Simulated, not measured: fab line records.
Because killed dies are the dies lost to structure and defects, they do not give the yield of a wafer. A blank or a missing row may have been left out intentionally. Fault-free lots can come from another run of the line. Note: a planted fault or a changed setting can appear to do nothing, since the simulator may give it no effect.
Matching of chambers :: flow n5 finfet :: N5_HKMG_FIN_ETCH_35 on rie diel-05 has 4 sister chambers
The step etches SOC in N2/H2, target depth 215.8 nm, time 243.4 s. 4 wafers are shown with their chamber, then 9 later ones without.

## WAFERS WITH THEIR CHAMBER
wafer: L082.6
chamber: 0
showerhead plenum p Torr (Torr): 2.62

wafer: L084.1
chamber: 3
showerhead plenum p Torr (Torr): 2.50

wafer: L091.4
chamber: 1
showerhead plenum p Torr (Torr): 2.64

wafer: L091.6
chamber: 2
showerhead plenum p Torr (Torr): 2.33

## WAFERS MISSING THEIR CHAMBER
wafer: L093.1
showerhead plenum p Torr (Torr): 2.32

wafer: L093.4
showerhead plenum p Torr (Torr): 2.50

wafer: L093.6
showerhead plenum p Torr (Torr): 2.49

wafer: L095.3
showerhead plenum p Torr (Torr): 2.61

wafer: L095.5
showerhead plenum p Torr (Torr): 2.63

wafer: L095.6
showerhead plenum p Torr (Torr): 2.61

wafer: L097.2
showerhead plenum p Torr (Torr): 2.61

wafer: L097.4
showerhead plenum p Torr (Torr): 2.63

wafer: L097.5
showerhead plenum p Torr (Torr): 2.32

## EACH ONE'S CHAMBER
wafer: L093.1
from the rows above: 2
in truth: 2

wafer: L093.4
from the rows above: 3
in truth: 3

wafer: L093.6
from the rows above: 3
in truth: 3

wafer: L095.3
from the rows above: 0
in truth: 0

wafer: L095.5
from the rows above: can't be placed: 0 or 1
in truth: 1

wafer: L095.6
from the rows above: 0
in truth: 0

wafer: L097.2
from the rows above: 0
in truth: 0

wafer: L097.4
from the rows above: can't be placed: 0 or 1
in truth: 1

wafer: L097.5
from the rows above: 2
in truth: 2
Correctly placed: 7 of 9. These rows do not allow placing 2 (true chamber among the candidates in 2). Number placed wrongly: 0.
How it was worked out, from the rows above alone: a wafer's distance from a chamber is the root of the sum, over the readings, of the square of ((its reading less the chamber's mean) divided by the reading's scatter). The wafer belongs to the nearest chamber; if the next one is less than 2 further off, it can't be placed. A chamber's mean is the mean of its shown wafers. The scatter: with one shown wafer a chamber, the root of the mean of the squares of how far each hidden wafer lies from its nearest shown one.
